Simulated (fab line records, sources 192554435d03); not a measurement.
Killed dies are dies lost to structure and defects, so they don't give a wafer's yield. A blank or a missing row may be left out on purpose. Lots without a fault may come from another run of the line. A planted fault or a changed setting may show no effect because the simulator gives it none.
One fault seen from 3 desks | flow n5_finfet | each desk has only its own numbers; what lay behind them comes last

THE DEFECT DESK
What the inspections along the route counted, lot by lot: means of the sampled wafers that have a number. A lot is out of limits, marked OUT, if its mean lies more than 4 standard deviations from the usual mean; the brackets give that distance.
Columns: A = raw_defect_count at N5_BEOL_M14_INSPECT_30, usual 2.2
lot  | first seen here | A
L142 | day 12 07:00    | 1.7
L147 | day 13 19:19    | 1.0
L154 | day 15 17:22    | 1.3
L161 | day 16 18:26    | 4.0
L158 | day 17 11:28    | 3.5
L160 | day 17 15:35    | 3.5
L165 | day 19 07:32    | 3.0
This desk's finding: nothing out of limits on any of the 7 lots.

THE METROLOGY DESK
What the gauges read, lot by lot, whatever tool the lot ran on: means of the sampled wafers that have a number. A lot is out of limits, marked OUT, if its mean lies more than 4 standard deviations from the usual mean; the brackets give that distance.
Columns: A = cd_nm at N5_BEOL_M14_CD_MEAS_28, usual 284.3 nm; B = M14_OVL at N5_BEOL_M14_OVL_MEAS_29, usual -2 nm; C = trench_depth_nm at N5_BEOL_M14_OCD_MEAS_35, usual 560 nm; D = M14_THK at N5_BEOL_M14_THK_MEAS_50, usual 584 nm
lot  | first seen here | A     | B  | C   | D
L142 | day 12 06:56    | 284.7 | -4 | 578 | 606
L147 | day 13 19:16    | 283.0 | -1 | 545 | 568
L154 | day 15 17:19    | 285.2 | -3 | 566 | 590
L161 | day 16 18:22    | 285.8 | 1  | 556 | 578
L158 | day 17 11:25    | 284.6 | -3 | 555 | 584
L160 | day 17 15:32    | 288.0 | -5 | 566 | 590
L165 | day 19 07:29    | 284.7 | -5 | 557 | 585
This desk's finding: nothing out of limits on any of the 7 lots.

THE TOOL OWNER'S DESK: rie_diel-01
The tool's own readings at N5_BEOL_M14_ETCH_38 (etches SiCN in CF4/N2, target depth 106.5 nm, time 120.6 s): means of the sampled wafers that have a number, for each lot that ran on this tool. A lot is out of limits, marked OUT, if its mean lies more than 4 standard deviations from the usual mean; the brackets give that distance.
Columns: A = drypump_motor_current_A at N5_BEOL_M14_ETCH_38, usual 5.5 A; B = oes_product_au at N5_BEOL_M14_ETCH_38, usual 0.81 a.u.; C = rf_vpp_V at N5_BEOL_M14_ETCH_38, usual 382.7 V; D = showerhead_plenum_p_Torr at N5_BEOL_M14_ETCH_38, usual 2.23 Torr; E = throttle_valve_pct at N5_BEOL_M14_ETCH_38, usual 15.39 %
lot  | first seen here | A   | B    | C     | D    | E
L147 | day 14 02:12    | 5.6 | 0.86 | 382.6 | 2.25 | 15.32
L161 | day 17 06:11    | 5.7 | 0.93 | 382.7 | 2.24 | 15.39
L158 | day 17 12:39    | 5.7 | 0.93 | 383.2 | 2.24 | 15.41
L160 | day 17 18:26    | 5.2 | 0.91 | 380.4 | 2.18 | 15.38
This desk's finding: nothing out of limits on any of the 4 lots.

PUT TOGETHER
The defect desk saw nothing out of limits.
The metrology desk saw nothing out of limits.
The tool owner's desk saw nothing out of limits.

WHAT THE SIMULATOR HAD PUT IN
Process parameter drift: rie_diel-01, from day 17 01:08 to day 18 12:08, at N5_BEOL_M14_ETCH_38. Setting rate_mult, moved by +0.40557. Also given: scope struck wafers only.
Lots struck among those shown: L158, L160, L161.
